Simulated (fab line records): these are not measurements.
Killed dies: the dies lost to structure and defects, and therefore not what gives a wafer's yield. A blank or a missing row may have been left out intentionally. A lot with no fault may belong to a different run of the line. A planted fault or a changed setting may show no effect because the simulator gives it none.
3 desks looking at one fault || flow n5-finfet || every desk sees just its own numbers, and what lay behind them comes last

## THE TOOL OWNER'S DESK: rie-diel-06
The tool's own readings at N5_BEOL_M0_SAQP_ETCH_84 (etches SOC in N2/H2, target depth 100 nm, overetch 20 nm, time 150 s): means of the sampled wafers that have a number, for each lot that ran on this tool. If a lot's mean is further than 4 standard deviations from the usual mean, the lot is out of limits and carries the mark OUT (the distance appears in the brackets). Shown are 7 of the 8 readings it has, namely the first that went out of limits plus those furthest out on some lot.
Columns: A = drypump-motor-current-A at N5_BEOL_M0_SAQP_ETCH_84, usual 5.8 A; B = n2-flow-sccm at N5_BEOL_M0_SAQP_ETCH_84, usual 199.8 sccm; C = oes-product-au at N5_BEOL_M0_SAQP_ETCH_84, usual 0.68 a.u.; D = rf-vpp-V at N5_BEOL_M0_SAQP_ETCH_84, usual 524.1 V; E = run-length-s at N5_BEOL_M0_SAQP_ETCH_84, usual 173.2 s; F = showerhead-plenum-p-Torr at N5_BEOL_M0_SAQP_ETCH_84, usual 2.55 Torr; G = throttle-valve-pct at N5_BEOL_M0_SAQP_ETCH_84, usual 17.77 %
{"lot": "L878", "first seen here": "day 6 13:01", "A": 5.6, "B": 199.8, "C": 0.74, "D": 522.5, "E": 173.0, "F": 2.50, "G": 17.65}
{"lot": "L884", "first seen here": "day 7 20:03", "A": 5.6, "B": 199.9, "C": 0.67, "D": 524.0, "E": "169.7 (-8.7) OUT", "F": 2.55, "G": 18.09}
{"lot": "L885", "first seen here": "day 8 05:23", "A": 5.4, "B": 199.4, "C": 0.67, "D": 522.4, "E": "170.8 (-5.8) OUT", "F": 2.51, "G": 18.07}
{"lot": "L886", "first seen here": "day 8 13:44", "A": 5.8, "B": 200.3, "C": 0.71, "D": 522.6, "E": "170.6 (-6.4) OUT", "F": 2.52, "G": 18.00}
{"lot": "L897", "first seen here": "day 11 07:07", "A": 5.8, "B": 199.9, "C": 0.68, "D": 523.5, "E": 173.2, "F": 2.52, "G": 18.03}
This desk's finding: out of limits on L884, L885, L886; first on L884, day 7 20:03 (run-length-s at N5_BEOL_M0_SAQP_ETCH_84). L878, L897: within limits.

## THE DEFECT DESK
What the inspections along the route counted, lot by lot: means of the sampled wafers that have a number. If a lot's mean is further than 4 standard deviations from the usual mean, the lot is out of limits and carries the mark OUT (the distance appears in the brackets).
Columns: A = raw-defect-count at N5_BEOL_M0_SAQP_INSPECT_16, usual 486
{"lot": "L878", "first seen here": "day 6 12:41", "A": 399}
{"lot": "L879", "first seen here": "day 6 19:02", "A": 407}
{"lot": "L884", "first seen here": "day 7 19:44", "A": 624}
{"lot": "L885", "first seen here": "day 8 05:16", "A": 489}
{"lot": "L886", "first seen here": "day 8 13:37", "A": 451}
{"lot": "L891", "first seen here": "day 9 20:48", "A": 399}
{"lot": "L892", "first seen here": "day 9 21:44", "A": 411}
{"lot": "L896", "first seen here": "day 11 00:59", "A": 470}
{"lot": "L897", "first seen here": "day 11 07:00", "A": 546}
This desk found nothing out of limits on any of the 9 lots.

## FROM THE METROLOGY DESK
Means of the sampled wafers that have a number, per lot and without regard to the tool the lot ran on: this is what the gauges read. If a lot's mean is further than 4 standard deviations from the usual mean, the lot is out of limits and carries the mark OUT (the distance appears in the brackets). Shown here are 7 of its 10 readings, the ones lying furthest out on some lot.
Columns: A = DIBL_N at N5_BEOL_M4_RC_MEAS_101, usual 37.0 mV/V; B = DIBL_P at N5_BEOL_M4_RC_MEAS_101, usual 37.3 mV/V; C = IOFF_P at N5_BEOL_M4_RC_MEAS_101, usual 0.23 nA/um; D = ION_N at N5_BEOL_M4_RC_MEAS_101, usual 675 uA/um; E = ION_P at N5_BEOL_M4_RC_MEAS_101, usual 460 uA/um; F = SS_N at N5_BEOL_M4_RC_MEAS_101, usual 71.7 mV/dec; G = VT_P at N5_BEOL_M4_RC_MEAS_101, usual -250 mV
{"lot": "L878", "first seen here": "day 9 01:54", "A": 36.6, "B": 37.9, "C": 0.24, "D": 677, "E": 469, "F": 71.2, "G": -248}
{"lot": "L879", "first seen here": "day 9 09:13", "A": 37.1, "B": 39.1, "C": 0.28, "D": 682, "E": 469, "F": 72.2, "G": -246}
{"lot": "L884", "first seen here": "day 10 09:41", "A": 34.8, "B": 33.4, "C": 0.20, "D": 675, "E": 470, "F": 71.7, "G": -249}
{"lot": "L885", "first seen here": "day 10 19:25", "A": 38.1, "B": 37.0, "C": 0.21, "D": 666, "E": 456, "F": 71.6, "G": -251}
{"lot": "L886", "first seen here": "day 11 08:12", "A": 36.5, "B": 37.4, "C": 0.26, "D": 678, "E": 468, "F": 71.2, "G": -247}
{"lot": "L891", "first seen here": "day 12 22:21", "A": 35.7, "B": 33.6, "C": 0.16, "D": 657, "E": 447, "F": 71.4, "G": -255}
{"lot": "L892", "first seen here": "day 12 22:43", "A": 33.8, "B": 35.4, "C": 0.16, "D": 666, "E": 451, "F": 71.5, "G": -256}
{"lot": "L897", "first seen here": "day 14 06:08", "A": 35.8, "B": 37.2, "C": 0.16, "D": 669, "E": 448, "F": 71.4, "G": -257}
{"lot": "L896", "first seen here": "day 14 07:43", "A": 37.8, "B": 38.9, "C": 0.27, "D": 681, "E": 468, "F": 72.5, "G": -247}
This desk found nothing out of limits on any of the 9 lots.

## BROUGHT TOGETHER
The tool owner's desk had the chance to raise an alarm at day 7 20:03 on L884, L885, L886.
Nothing the defect desk looked at was out of limits.
Metrology desk: nothing out of limits seen.
The defect desk has L884, L885, L886 on record, within its limits.
The metrology desk has L884, L885, L886 on record, within its limits.
Every lot named ran N5_BEOL_M0_SAQP_ETCH_84 on rie-diel-06.

## WHAT THE SIMULATOR HAD PUT IN
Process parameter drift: rie-diel-06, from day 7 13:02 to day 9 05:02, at N5_BEOL_M0_SAQP_ETCH_84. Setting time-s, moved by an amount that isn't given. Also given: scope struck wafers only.
Shown lots that were struck: L884, L885, L886.
Hours from the fault's start to each desk's first reading out of limits: the tool owner's desk, 7.
